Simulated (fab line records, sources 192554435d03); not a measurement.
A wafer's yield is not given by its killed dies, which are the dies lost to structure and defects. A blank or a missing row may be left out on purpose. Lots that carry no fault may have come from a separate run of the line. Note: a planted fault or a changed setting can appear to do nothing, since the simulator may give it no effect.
fab line records	flow n5_finfet
record lots=14	wafers=37	last_day=17
route steps=1938 shown BEOL_M6@1262 BEOL_M7@1267
lots that met no fault: from a run of the same line without faults
start_h: start of the lot's first displayed wafer, in hours after the record's first day	wait_h: hours elapsed since this lot's preceding step	" unchanged from the row above	L1.1+2: a single row standing in for several wafers	- either no value or no given start	* or withheld: withheld	< > ~ a bound
route shown NAME@n: a module of which the file shows steps, and the number in the route of the first	usual: mean/standard deviation taken from wafers without a fault	same: alike in all rows	chamber/n: place in a boat	sites: readings site by site	_std_site: standard deviation of those values	_edge_site: the outer-site mean with the inner-site mean subtracted	radius_mm: for every site, how far away it sits from the centre of the wafer	mask NAME#n: copy n	behind: tool/chamber where the wafer was last shaped	hold: why the lot was held/for how many hours/how that ended	device: transistor that didn't switch, given as n, p or np	end of line: the tests these same wafers got at the end of their route	a step given without rows: its recipe and nothing more	killed: count of dies lost to structure and defects at first sort (not the wafer's yield)	map: a wafer's dies, marking killed ones x, the rest . and places with no die _
set.NAME: the setting the step ran with; set.NAME@STEP: the setting that earlier step ran with	model.NAME: the simulator's own value behind a step, which no gauge read
route steps across a sampled set of lots; one table per step, one row per wafer
services: a tool's chamber out of use, with start hour (start_h, from the record's first day; less than 0 if before it), hours out, and reason
## steps
# step N5_BEOL_M6_INSPECT_58
# recipe inspect_instrument=darkfield	mode=post_dep
# usual raw_defect_count=68/21
lot.wafer	tool	chamber	start_h	wait_h	raw_defect_count
L410.2	defect_inspect-01	-	190.97	0.0	42
L410.6	"	-	"	"	34
L411.2	defect_inspect-02	-	193.60	0.0	51
L411.4	"	-	"	"	143
L412.2	defect_inspect-01	-	201.87	0.0	72
L412.3	"	-	"	"	84
L414.1	defect_inspect-02	-	216.71	0.0	40
L414.2	"	-	"	"	27
L414.3	"	-	"	"	50
L415.1	defect_inspect-02	-	221.60	0.0	93
L415.5	"	-	"	"	58
L415.6	"	-	"	"	59
L417.1	defect_inspect-02	-	239.21	0.0	77
L417.3	"	-	"	"	113
L421.1	defect_inspect-02	-	267.25	0.0	54
L421.5	"	-	"	"	57
L422.1	defect_inspect-01	-	268.74	0.0	91
L422.2	"	-	"	"	104
L422.3	"	-	"	"	82
L423.3	defect_inspect-01	-	269.14	0.0	65
L423.5	"	-	"	"	60
L423.6	"	-	"	"	50
L426.1	defect_inspect-02	-	289.24	0.0	72
L426.2	"	-	"	"	66
L426.6	"	-	"	"	55
L427.1	defect_inspect-02	-	292.89	0.0	153
L427.2	"	-	"	"	55
L427.3	"	-	"	"	54
L429.2	defect_inspect-02	-	310.40	0.0	99
L429.3	"	-	"	"	90
L429.5	"	-	"	"	64
L430.1	defect_inspect-01	-	315.42	0.0	41
L430.3	"	-	"	"	46
L430.6	"	-	"	"	69
L431.2	defect_inspect-02	-	327.94	0.0	56
L431.3	"	-	"	"	125
L431.6	"	-	"	"	42
# step N5_BEOL_M7_HM_DEP_02
# recipe material=TiN	target_thk_a=200	temp_c=25	chamber_pressure_pa=0.49996
# usual substrate_temp_c=25.00/0.1	throttle_valve_pct=29.9/0.72
lot.wafer	tool	chamber	start_h	wait_h	substrate_temp_c	throttle_valve_pct
L410.2	pvd_sputter-02	-	193.19	1.5	24.97	28.5
L410.6	"	-	"	"	25.22	29.6
L411.2	pvd_sputter-02	-	194.61	0.3	25.11	31.3
L411.4	"	-	"	"	25.07	29.8
L412.2	pvd_sputter-02	-	203.99	1.4	24.92	29.3
L412.3	"	-	"	"	25.11	28.4
L414.1	pvd_sputter-01	-	217.54	0.2	24.89	30.5
L414.2	"	-	"	"	24.80	29.6
L414.3	"	-	"	"	24.92	30.2
L415.1	pvd_sputter-01	-	223.85	1.1	25.11	30.2
L415.5	"	-	"	"	25.04	30.1
L415.6	"	-	"	"	25.21	29.7
L417.1	pvd_sputter-03	-	240.41	0.5	25.05	30.2
L417.3	"	-	"	"	24.90	30.3
L421.1	pvd_sputter-03	-	269.80	1.4	24.96	29.1
L421.5	"	-	"	"	25.07	30.2
L423.3	pvd_sputter-01	-	270.35	0.4	24.86	29.6
L423.5	"	-	"	"	24.95	29.9
L423.6	"	-	"	"	25.06	30.2
L422.1	pvd_sputter-02	-	270.37	0.4	25.12	29.7
L422.2	"	-	"	"	25.04	28.4
L422.3	"	-	"	"	25.07	31.0
L426.1	pvd_sputter-01	-	291.02	0.6	24.99	29.6
L426.2	"	-	"	"	25.13	29.2
L426.6	"	-	"	"	25.00	29.9
L427.1	pvd_sputter-02	-	294.59	1.0	24.95	29.3
L427.2	"	-	"	"	25.10	30.8
L427.3	"	-	"	"	25.10	28.5
L429.2	pvd_sputter-01	-	313.63	2.1	24.78	29.8
L429.3	"	-	"	"	24.94	29.3
L429.5	"	-	"	"	24.96	30.6
L430.1	pvd_sputter-03	-	317.21	0.6	25.13	30.2
L430.3	"	-	"	"	24.84	28.9
L430.6	"	-	"	"	25.04	29.9
L431.2	pvd_sputter-01	-	329.17	0.6	24.90	29.4
L431.3	"	-	"	"	25.02	30.3
L431.6	"	-	"	"	25.17	29.2
# step N5_BEOL_M7_OVL_MEAS_12
# recipe points_per_wafer=44
# usual M7_OVL=-0.7/0.7
lot.wafer	tool	chamber	start_h	wait_h	M7_OVL[nm]
L410.2	overlay-01	0	193.60	0.0	0.3
L410.6	"	0	"	"	0.3
L411.2	overlay-02	0	195.01	0.0	-0.6
L411.4	"	0	"	"	-0.9
L412.2	overlay-01	0	204.52	0.0	-0.2
L412.3	"	0	"	"	-1.4
L414.1	overlay-01	0	218.07	0.0	-0.7
L414.2	"	0	"	"	0.8
L414.3	"	0	"	"	-0.8
L415.1	overlay-01	0	224.25	0.0	-0.9
L415.5	"	0	"	"	-0.9
L415.6	"	0	"	"	-0.3
L417.1	overlay-01	0	240.93	0.0	-0.7
L417.3	"	0	"	"	-0.2
L421.1	overlay-01	0	270.20	0.0	-1.8
L421.5	"	0	"	"	-1.8
L423.3	overlay-01	0	270.88	0.0	-1.5
L423.5	"	0	"	"	-1.6
L423.6	"	0	"	"	-0.6
L422.1	overlay-02	0	271.05	0.0	-1.1
L422.2	"	0	"	"	-0.3
L422.3	"	0	"	"	-1.6
L426.1	overlay-01	0	291.42	0.0	-1.2
L426.2	"	0	"	"	0.0
L426.6	"	0	"	"	-0.2
L427.1	overlay-01	0	295.12	0.0	-0.1
L427.2	"	0	"	"	-1.3
L427.3	"	0	"	"	-1.2
L429.2	overlay-02	0	314.15	0.0	-1.0
L429.3	"	0	"	"	0.3
L429.5	"	0	"	"	0.0
L430.1	overlay-01	0	317.61	0.0	-2.0
L430.3	"	0	"	"	-0.6
L430.6	"	0	"	"	-0.5
L431.2	overlay-02	0	329.58	0.0	-0.3
L431.3	"	0	"	"	-1.7
L431.6	"	0	"	"	0.0
# step N5_BEOL_M7_ETCH_62
# recipe chemistry=N2/H2	target=SOC	target_depth_a=1100	overetch_a=220	mask_material=SiARC	temp_c=40	time_s=165	ion_energy_ev=200	pressure_mtorr=30	source_w=840	bias_w=150	n2_flow_sccm=200	h2_flow_sccm=200
# usual bias_w=150.0/0.4	chamber_pressure_mTorr=29.999/0.025	drypump_motor_current_A=5.7/0.39	oes_product_au=0.64/0.063	rf_fwd_power_W=837.2/2.7	rf_vpp_V=523.3/2	showerhead_plenum_p_Torr=2.52/0.065	throttle_valve_pct=17.9/0.33
lot.wafer	tool	chamber	start_h	wait_h	bias_w	chamber_pressure_mTorr	drypump_motor_current_A	oes_product_au	rf_fwd_power_W	rf_hours_counter_h	rf_vpp_V	showerhead_plenum_p_Torr	throttle_valve_pct
L410.2	rie_diel-01	3	193.81	0.0	150.7	29.994	5.5	0.63	834.0	172	524.2	2.53	17.9
L410.6	"	3	"	"	150.5	29.985	5.4	0.62	836.8	-	524.3	2.53	17.9
L411.2	rie_diel-02	1	195.16	0.0	150.2	30.034	5.7	0.78	840.6	26	521.2	2.48	17.5
L411.4	"	3	"	"	149.8	30.011	5.3	0.68	833.9	93	524.4	2.55	17.4
L412.2	rie_diel-02	0	204.66	0.0	149.7	29.963	6.2	0.62	835.1	205	522.5	2.55	18.5
L412.3	"	2	"	"	149.4	30.036	5.1	0.59	837.2	204	523.7	2.52	18.0
L414.1	rie_diel-03	3	218.22	0.0	150.2	30.003	5.8	0.61	839.2	205	521.7	2.39	17.7
L414.2	"	2	"	"	150.8	29.945	6.0	0.83	834.7	5	529.3	2.68	17.7
L414.3	"	1	"	"	149.9	30.004	6.3	0.64	834.2	180	525.0	2.63	18.2
L415.1	rie_diel-01	3	224.63	0.0	151.1	30.007	5.4	0.61	834.8	185	524.0	2.53	17.9
L415.5	"	1	"	"	149.9	30.005	5.5	0.61	838.7	-	523.7	2.51	17.9
L415.6	"	3	"	"	150.4	29.999	5.4	0.62	834.4	-	523.2	2.53	17.9
L417.1	rie_diel-01	1	241.44	0.0	149.6	30.015	5.5	0.61	835.7	212	523.0	2.51	18.0
L417.3	"	3	"	"	149.7	30.003	5.4	0.61	841.1	192	522.5	2.52	17.9
L421.1	rie_diel-02	1	270.91	0.0	149.8	30.021	5.8	0.75	839.6	51	522.9	2.47	17.6
L421.5	"	0	"	"	149.3	29.999	6.3	0.60	837.4	-	521.7	2.54	18.6
L423.3	rie_diel-02	2	271.83	0.0	-	-	-	-	-	-	-	-	-
L423.5	"	0	"	"	-	-	-	-	-	-	-	-	-
L423.6	"	1	"	"	-	-	-	-	-	-	-	-	-
L422.1	rie_diel-01	2	271.84	0.0	-	-	-	-	-	-	-	-	-
L422.2	"	3	"	"	-	-	-	-	-	-	-	-	-
L422.3	"	1	"	"	-	-	-	-	-	-	-	-	-
L426.1	rie_diel-01	2	291.75	0.0	150.3	30.046	6.2	0.62	834.0	193	521.5	2.44	18.1
L426.2	"	3	"	"	149.9	30.003	5.4	0.60	836.5	210	523.5	2.52	17.9
L426.6	"	1	"	"	149.6	30.020	5.5	0.59	838.7	-	522.2	2.50	18.0
L427.1	rie_diel-03	2	295.30	0.0	151.0	30.037	6.0	0.79	835.9	24	527.9	2.68	17.7
L427.2	"	3	"	"	149.9	29.922	5.8	0.60	837.3	225	520.4	2.38	17.7
L427.3	"	0	"	"	150.0	29.964	5.7	0.61	838.6	217	526.5	2.62	17.9
L429.2	rie_diel-01	3	314.31	0.0	149.6	29.963	5.4	0.61	840.1	217	521.7	2.51	18.0
L429.3	"	2	"	"	149.9	30.015	6.3	0.61	834.6	199	519.4	2.44	18.1
L429.5	"	2	"	"	150.2	30.024	6.3	0.62	836.8	-	519.1	2.44	18.1
L430.1	rie_diel-02	0	317.84	0.0	149.8	30.010	6.2	0.59	833.1	243	521.9	2.53	18.6
L430.3	"	3	"	"	150.3	29.957	5.3	0.66	836.6	130	524.0	2.54	17.5
L430.6	"	0	"	"	149.5	29.994	6.3	0.59	834.5	-	521.3	2.53	18.6
L431.2	rie_diel-02	1	329.73	0.0	150.3	30.020	5.8	0.72	832.2	71	521.5	2.46	17.6
L431.3	"	0	"	"	149.6	30.044	6.2	0.59	840.2	246	522.9	2.53	18.6
L431.6	"	2	"	"	149.6	30.009	5.1	0.56	842.6	-	522.4	2.50	18.1
# step N5_BEOL_M7_HM_OPEN_17
# recipe chemistry=Cl2/BCl3	target_depth_a=200	overetch_a=60	target=TiN	mask_material=SOC	ion_energy_ev=150	pressure_mtorr=10	icp_w=1000	bias_w=126	Cl2_flow_sccm=53.25	bcl3_flow_sccm=21.75	Ar_flow_sccm=25
# usual drypump_motor_current_A=5.6/0.61	oes_product_au=0.67/0.086	rf_fwd_power_W=991/4.2	throttle_valve_pct=21.99/0.24
lot.wafer	tool	chamber	start_h	wait_h	drypump_motor_current_A	oes_product_au	rf_fwd_power_W	rf_hours_counter_h	throttle_valve_pct
L410.2	rie_metal-02	0	194.00	0.0	6.6	0.52	991	128	22.00
L410.6	"	1	"	"	5.5	0.75	988	-	21.69
L411.2	rie_metal-01	0	195.35	0.0	5.2	0.68	987	41	22.33
L411.4	"	0	"	"	5.2	0.67	990	-	22.34
L412.2	rie_metal-03	1	204.85	0.0	4.9	0.75	988	9	22.26
L412.3	"	0	"	"	5.8	0.57	989	-	22.04
L414.1	rie_metal-02	1	218.41	0.0	5.5	0.73	990	12	21.70
L414.2	"	1	"	"	5.5	0.73	987	-	21.70
L414.3	"	1	"	"	5.5	0.74	990	-	21.70
L415.1	rie_metal-03	0	224.82	0.0	5.8	0.57	985	98	22.07
L415.5	"	0	"	"	5.8	0.57	989	-	22.05
L415.6	"	1	"	"	4.9	0.73	989	-	22.27
L417.1	rie_metal-02	0	241.63	0.0	6.6	0.83	995	0	21.67
L417.3	"	1	"	"	5.5	0.71	993	-	21.70
L421.1	rie_metal-02	0	271.10	0.0	6.6	0.80	994	3	21.69
L421.5	"	0	"	"	6.6	0.81	993	-	21.69
L422.1	rie_metal-01	0	272.03	0.0	5.2	0.29	987	48	22.99
L422.2	"	1	"	"	6.2	0.27	989	58	22.42
L422.3	"	0	"	"	5.2	0.29	988	-	23.00
L423.3	rie_metal-03	1	272.05	0.1	4.9	0.32	983	-	22.92
L423.5	"	1	"	"	4.9	0.32	985	-	22.91
L423.6	"	0	"	"	5.8	0.25	994	-	22.69
L426.1	rie_metal-03	0	291.94	0.0	5.8	0.56	1001	104	22.06
L426.2	"	1	"	"	4.9	0.71	992	17	22.25
L426.6	"	0	"	"	5.8	0.56	1000	-	22.08
L427.1	rie_metal-01	0	295.49	0.0	5.2	0.65	990	51	22.35
L427.2	"	1	"	"	6.2	0.61	989	61	21.78
L427.3	"	0	"	"	5.2	0.65	984	-	22.35
L429.2	rie_metal-03	0	314.49	0.0	5.8	0.55	992	106	22.07
L429.3	"	1	"	"	4.8	0.71	986	-	22.25
L429.5	"	0	"	"	5.8	0.56	990	-	22.05
L430.1	rie_metal-02	1	318.03	0.0	5.5	0.70	986	20	21.70
L430.3	"	0	"	"	6.6	0.76	997	-	21.72
L430.6	"	0	"	"	6.6	0.76	999	-	21.70
L431.2	rie_metal-02	0	329.91	0.0	6.6	0.74	988	10	21.71
L431.3	"	0	"	"	6.6	0.76	991	-	21.70
L431.6	"	0	"	"	6.6	0.76	991	-	21.73
# step N5_BEOL_M7_CD_MEAS_18
# recipe pitch_nm=80	target_cd_nm=40
# usual cd_nm=40.6/1.1
lot.wafer	tool	chamber	start_h	wait_h	cd_nm
L410.2	cd_sem-01	-	194.23	0.1	39.4
L410.6	"	-	"	"	39.1
L411.2	cd_sem-03	-	195.53	0.1	41.3
L411.4	"	-	"	"	41.1
L412.2	cd_sem-02	-	205.03	0.1	41.3
L412.3	"	-	"	"	41.4
L414.1	cd_sem-02	-	218.68	0.0	41.9
L414.2	"	-	"	"	41.6
L414.3	"	-	"	"	41.9
L415.1	cd_sem-02	-	225.18	0.0	39.9
L415.5	"	-	"	"	39.6
L415.6	"	-	"	"	39.6
L417.1	cd_sem-03	-	241.87	0.0	38.7
L417.3	"	-	"	"	39.8
L421.1	cd_sem-03	-	271.56	0.0	40.5
L421.5	"	-	"	"	40.4
L423.3	cd_sem-03	-	272.26	0.1	-
L423.5	"	-	"	"	-
L423.6	"	-	"	"	-
L422.1	cd_sem-01	-	272.30	0.0	-
L422.2	"	-	"	"	-
L422.3	"	-	"	"	-
L426.1	cd_sem-03	-	292.12	0.0	43.2
L426.2	"	-	"	"	41.8
L426.6	"	-	"	"	40.2
L427.1	cd_sem-01	-	295.67	0.0	41.3
L427.2	"	-	"	"	40.0
L427.3	"	-	"	"	40.3
L429.2	cd_sem-01	-	314.71	0.1	40.7
L429.3	"	-	"	"	42.8
L429.5	"	-	"	"	41.8
L430.1	cd_sem-01	-	318.21	0.0	42.0
L430.3	"	-	"	"	41.4
L430.6	"	-	"	"	41.0
L431.2	cd_sem-03	-	330.10	0.1	40.7
L431.3	"	-	"	"	40.6
L431.6	"	-	"	"	40.5
## services
tool	chamber	start_h	hours	kind
rie_diel-01	3	176.74	8.3	repair
rie_diel-03	2	181.29	-	clean
rie_diel-03	2	181.29	-	consumable_replace:focus_ring
rie_diel-03	2	181.29	-	consumable_replace:showerhead
rie_metal-02	0	212.27	-	clean
rie_metal-02	0	212.27	26.9	scheduled_down
rie_metal-02	0	212.27	26.9	vent_cycle
rie_diel-03	-	234.90	15.6	pm
pvd_sputter-01	-	252.79	1.5	repair
rie_metal-02	1	253.26	20.9	repair
rie_metal-01	0	255.82	10.7	repair
rie_diel-01	0	270.83	-	clean
rie_diel-01	0	270.83	-	consumable_replace:focus_ring
rie_diel-01	0	270.83	24.0	scheduled_down
rie_diel-01	0	270.83	24.0	vent_cycle
rie_diel-01	-	300.50	2.8	pm
rie_metal-01	0	313.18	11.0	repair
## key
first_sign step=N5_BEOL_M7_ETCH_62	reading=tool_record	direction=missing
effect step=N5_BEOL_M7_HM_OPEN_17	reading=oes_product_au	direction=down	sigmas=4.5	usual=0.67	struck=0.29
effect step=N5_BEOL_M7_CD_MEAS_18	reading=cd_nm	direction=missing
met_at N5_BEOL_M7_ETCH_62
struck_lots L422,L423
later_rows_left_out L422.1,L422.2,L422.3,L423.3,L423.5,L423.6
sort_left_out L422.1,L422.2,L422.3,L423.3,L423.5,L423.6
not_acting_at N5_BEOL_M6_INSPECT_58,N5_BEOL_M7_HM_DEP_02,N5_BEOL_M7_OVL_MEAS_12
onset_between 270.91 271.83
fault kind=skipped_step_whole	tool=rie_diel-01,rie_diel-02	chamber=-	onset_h=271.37	steps=N5_BEOL_M7_ETCH_62	scope=struck_lots_only
# sort_left_out: the simulated sort isn't trusted on such a fault, so these wafers' sort isn't shown, and their yield isn't known
# later_rows_left_out: the simulator's readings of these wafers behind a module that went badly wrong aren't trusted and aren't shown, but for the sort
